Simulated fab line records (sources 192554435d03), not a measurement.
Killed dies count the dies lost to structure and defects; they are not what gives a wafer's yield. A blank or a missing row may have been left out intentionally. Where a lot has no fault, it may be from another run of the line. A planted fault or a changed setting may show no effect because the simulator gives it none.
Comparing a struck lot with a sound one | flow n5 finfet | 15 out of 1938 route steps
Sound: the wafers L836.2, L836.4, L836.6. Wafers L854.1, L854.2, L854.3 were the ones struck. At the end, the cause is stated.
At each step with rows: each side's tool, then ch and its chambers, then its first start. Under that, the readings that differ: sound wafers | struck wafers | difference of the means | sigmas: that difference in standard deviations of wafers without a fault.
alike: words and numbers the same on both sides, and readings whose means are apart by under 2 such deviations; not compared: readings that were withheld, readings missing a value for some wafer, numbers with overlapping values and no deviation given by the record, and bounds like >300 which may hide the same value.
Wherever a step has rows on one side only, a row that says differs or no value, or a row with sigmas, the two part there. Non-overlapping numbers with no deviation appear without sigmas and do not part them. A reading missing from all wafers of one side parts the sides only when that side holds two or more wafers.

first, 7 steps without rows for these wafers: N5_BEOL_M8_COAT_71 (time 60 s, resist thk 5 nm); N5_BEOL_M8_COAT_22 (resist thk 30 nm); N5_BEOL_M8_EBR_24; N5_BEOL_M8_SOFTBAKE_23 (time 60 s); N5_BEOL_M8_EXPOSE_25 (exposes mask V7, target cd 40 nm); N5_BEOL_M8_PEB_26 (peb time 60 s); N5_BEOL_M8_DEVELOP_27 (develop time 30 s).
N5_BEOL_M8_CD_MEAS_28: target cd 40 nm.
  sound on cd sem-01 ch 0, day 9 18:10; struck on cd sem-02 ch 0, day 13 12:54
  alike: cd nm
N5_BEOL_M8_OVL_MEAS_29:
  sound on overlay-01 ch 0, day 9 18:12; struck on overlay-01 ch 0, day 13 12:56
  alike: V7_OVL
N5_BEOL_M8_INSPECT_30: inspects for defects (brightfield).
  struck on defect inspect-01, day 13 12:59; sound on defect inspect-01, day 9 18:16
  alike: raw defect count
N5_BEOL_M8_DESCUM_33: chemistry O2, time 7 s.
  sound on rie diel-06 ch 0,3, day 9 18:21; struck on rie diel-06 ch 0,1,2, day 13 13:05
  alike: drypump motor current A, oes product au, rf vpp V, showerhead plenum p Torr, throttle valve pct
  not compared: rf hours counter h
N5_BEOL_M8_ETCH_72: etches underlayer in N2/H2, target depth 6.5 nm, time 5.2 s.
  sound on rie diel-06 ch 0,3, day 9 18:23; struck on rie diel-06 ch 0,1,2, day 13 13:07
  alike: drypump motor current A, etch rf on time s, h2 flow sccm, n2 flow sccm, oes product au, rf vpp V, showerhead plenum p Torr, throttle valve pct
  not compared: rf hours counter h
N5_BEOL_M8_ETCH_65: etches SiARC in CF4, target depth 15.6 nm, time 26 s.
  sound on rie diel-06 ch 0,3, day 9 18:24; struck on rie diel-06 ch 0,1,2, day 13 13:08
  reading               | sound          | struck         | difference | sigmas
  etch rf on time s (s) | 26.5 25.8 26.6 | 39.4 39.7 37.9 | +12.7      | +20
  oes product au (a.u.) | 0.68 0.61 0.68 | 0.48 0.52 0.54 | -0.14      | -2
  alike: drypump motor current A, rf vpp V, showerhead plenum p Torr, throttle valve pct
  not compared: rf hours counter h
N5_BEOL_M8_ETCH_66: etches SOC in N2/H2, target depth 80 nm, overetch 16 nm, time 120 s.
  sound on rie diel-06 ch 0,3, day 9 18:26; struck on rie diel-06 ch 0,1,2, day 13 13:10
  alike: drypump motor current A, h2 flow sccm, n2 flow sccm, oes product au, rf vpp V, showerhead plenum p Torr, throttle valve pct
  not compared: rf hours counter h
N5_PASSIVATION_PROBE_49:
  the record holds rows for the sound wafers here (prober-01, day 12 09:32) but none for the struck ones

WHERE THEY PART
First at N5_BEOL_M8_ETCH_65; last, within this record, at N5_PASSIVATION_PROBE_49.

WHY: whatever the simulator had introduced
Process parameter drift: rie diel-06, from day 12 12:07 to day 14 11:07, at N5_BEOL_M8_ETCH_65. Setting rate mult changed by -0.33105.
